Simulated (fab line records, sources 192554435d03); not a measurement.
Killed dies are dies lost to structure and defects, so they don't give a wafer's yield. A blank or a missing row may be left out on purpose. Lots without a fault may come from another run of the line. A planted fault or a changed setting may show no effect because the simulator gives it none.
Chamber matching | flow n5_finfet | N5_BEOL_M3_ALD_84 on ald_metal-03: 4 sister chambers
The step deposits TaN, pulse time 2 s, purge time 3 s, co reactant purge time 2 s. 4 wafers are shown with their chamber, then 11 later ones without.

WAFERS WITH THEIR CHAMBER
wafer  | chamber | heater_power_w (W)
L090.4 | 1       | 406
L090.5 | 0       | 361
L090.6 | 3       | 306
L091.2 | 2       | 498

WAFERS WITHOUT THEIR CHAMBER
wafer  | heater_power_w (W)
L091.4 | 369
L091.6 | 354
L094.1 | 414
L094.2 | 318
L094.6 | 402
L096.1 | 505
L096.2 | 326
L096.4 | 402
L097.1 | 401
L097.2 | 307
L097.4 | 324

WHICH CHAMBER EACH WENT THROUGH
wafer  | from the rows above     | in truth
L091.4 | 0                       | 0
L091.6 | 0                       | 0
L094.1 | 1                       | 1
L094.2 | 3                       | 3
L094.6 | 1                       | 1
L096.1 | 2                       | 2
L096.2 | can't be placed: 3 or 0 | 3
L096.4 | 1                       | 1
L097.1 | 1                       | 1
L097.2 | 3                       | 3
L097.4 | can't be placed: 3 or 0 | 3
Placed correctly: 9 of 11. Can't be placed from these rows: 2 (the true chamber is among the candidates in 2). Placed wrongly: 0.
How it was worked out, from the rows above alone: a wafer's distance from a chamber is the root of the sum, over the readings, of the square of ((its reading less the chamber's mean) divided by the reading's scatter). The wafer belongs to the nearest chamber; if the next one is less than 2 further off, it can't be placed. A chamber's mean is the mean of its shown wafers. The scatter: with one shown wafer a chamber, the root of the mean of the squares of how far each hidden wafer lies from its nearest shown one.
